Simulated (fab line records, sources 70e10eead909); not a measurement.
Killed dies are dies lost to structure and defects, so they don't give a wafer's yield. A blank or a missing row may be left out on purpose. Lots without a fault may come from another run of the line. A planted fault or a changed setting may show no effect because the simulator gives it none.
Chamber matching | flow nand_harc | NHARC_P_M1_PRE_CLEAN_32 on pecvd-03: 3 sister chambers
The step time 12 s. 6 wafers are shown with their chamber, then 7 later ones without.

WAFERS WITH THEIR CHAMBER
wafer  | chamber | heater_power_w (W) | heater_power_outer_w (W)
L086.2 | 0       | 668                | 370
L088.3 | 2       | 601                | 378
L088.5 | 0       | 678                | 388
L088.6 | 1       | 744                | 424
L092.1 | 2       | 612                | 407
L092.2 | 1       | 752                | 419

WAFERS WITHOUT THEIR CHAMBER
wafer  | heater_power_w (W) | heater_power_outer_w (W)
L092.4 | 732                | 421
L094.2 | 717                | 400
L094.3 | 665                | 371
L094.4 | 675                | 386
L095.3 | 708                | 375
L095.5 | 699                | 383
L095.6 | 529                | 333

WHICH CHAMBER EACH WENT THROUGH
wafer  | from the rows above     | in truth
L092.4 | 1                       | 1
L094.2 | can't be placed: 1 or 0 | 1
L094.3 | 0                       | 0
L094.4 | 0                       | 0
L095.3 | can't be placed: 0 or 1 | 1
L095.5 | 0                       | 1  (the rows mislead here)
L095.6 | 2                       | 2
Placed correctly: 4 of 7. Can't be placed from these rows: 2 (the true chamber is among the candidates in 2). Placed wrongly: 1.
How it was worked out, from the rows above alone: a wafer's distance from a chamber is the root of the sum, over the readings, of the square of ((its reading less the chamber's mean) divided by the reading's scatter). The wafer belongs to the nearest chamber; if the next one is less than 2 further off, it can't be placed. A chamber's mean is the mean of its shown wafers. The scatter: the root of (the sum of the squares of (reading less its chamber's mean) over the shown wafers, divided by (wafers less chambers)).
